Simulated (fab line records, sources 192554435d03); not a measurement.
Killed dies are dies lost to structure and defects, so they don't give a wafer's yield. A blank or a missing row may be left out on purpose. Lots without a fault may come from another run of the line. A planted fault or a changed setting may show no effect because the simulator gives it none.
Chamber matching | flow n5_finfet | N5_BEOL_M7_DEP_56 on pecvd-02: 3 sister chambers
The step deposits SiCN from 3MS/NH3, target thk 10 nm, time 17.5 s. 3 wafers are shown with their chamber, then 7 later ones without.

WAFERS WITH THEIR CHAMBER
wafer  | chamber | showerhead_plenum_p_Torr (Torr)
L074.5 | 1       | 3.662
L093.3 | 0       | 3.640
L093.4 | 2       | 3.653

WAFERS WITHOUT THEIR CHAMBER
wafer  | showerhead_plenum_p_Torr (Torr)
L093.6 | 3.674
L097.2 | 3.673
L097.3 | 3.639
L097.6 | 3.674
L096.3 | 3.653
L096.4 | 3.643
L096.6 | 3.672

WHICH CHAMBER EACH WENT THROUGH
wafer  | from the rows above          | in truth
L093.6 | can't be placed: 1 or 2      | 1
L097.2 | can't be placed: 1 or 2      | 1
L097.3 | can't be placed: 0 or 2      | 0
L097.6 | can't be placed: 1 or 2      | 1
L096.3 | can't be placed: 2 or 1 or 0 | 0
L096.4 | can't be placed: 0 or 2 or 1 | 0
L096.6 | can't be placed: 1 or 2      | 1
Placed correctly: 0 of 7. Can't be placed from these rows: 7 (the true chamber is among the candidates in 7). Placed wrongly: 0.
How it was worked out, from the rows above alone: a wafer's distance from a chamber is the root of the sum, over the readings, of the square of ((its reading less the chamber's mean) divided by the reading's scatter). The wafer belongs to the nearest chamber; if the next one is less than 2 further off, it can't be placed. A chamber's mean is the mean of its shown wafers. The scatter: with one shown wafer a chamber, the root of the mean of the squares of how far each hidden wafer lies from its nearest shown one.
